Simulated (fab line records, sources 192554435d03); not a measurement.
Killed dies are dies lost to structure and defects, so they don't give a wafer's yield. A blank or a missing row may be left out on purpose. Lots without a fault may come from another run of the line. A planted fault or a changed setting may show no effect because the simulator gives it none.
Chamber matching | flow n5_finfet | N5_BEOL_M15_ILD_DEP_00 on pecvd-04: 3 sister chambers
The step deposits SiO2 from TEOS/O2, target thk 1629.3 nm, time 346.1 s. 3 wafers are shown with their chamber, then 11 later ones without.

WAFERS WITH THEIR CHAMBER
wafer  | chamber | throttle_valve_pct (%)
L084.4 | 2       | 18.8
L087.5 | 1       | 20.4
L090.1 | 0       | 17.6

WAFERS WITHOUT THEIR CHAMBER
wafer  | throttle_valve_pct (%)
L090.2 | 18.7
L090.3 | 20.8
L090.4 | 20.4
L090.5 | 17.6
L090.6 | 18.4
L092.2 | 20.5
L092.4 | 18.7
L092.5 | 20.6
L094.2 | 17.8
L094.4 | 18.4
L094.5 | 18.7

WHICH CHAMBER EACH WENT THROUGH
wafer  | from the rows above     | in truth
L090.2 | 2                       | 2
L090.3 | 1                       | 1
L090.4 | 1                       | 1
L090.5 | 0                       | 0
L090.6 | can't be placed: 2 or 0 | 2
L092.2 | 1                       | 1
L092.4 | 2                       | 2
L092.5 | 1                       | 1
L094.2 | 0                       | 0
L094.4 | can't be placed: 2 or 0 | 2
L094.5 | 2                       | 2
Placed correctly: 9 of 11. Can't be placed from these rows: 2 (the true chamber is among the candidates in 2). Placed wrongly: 0.
How it was worked out, from the rows above alone: a wafer's distance from a chamber is the root of the sum, over the readings, of the square of ((its reading less the chamber's mean) divided by the reading's scatter). The wafer belongs to the nearest chamber; if the next one is less than 2 further off, it can't be placed. A chamber's mean is the mean of its shown wafers. The scatter: with one shown wafer a chamber, the root of the mean of the squares of how far each hidden wafer lies from its nearest shown one.
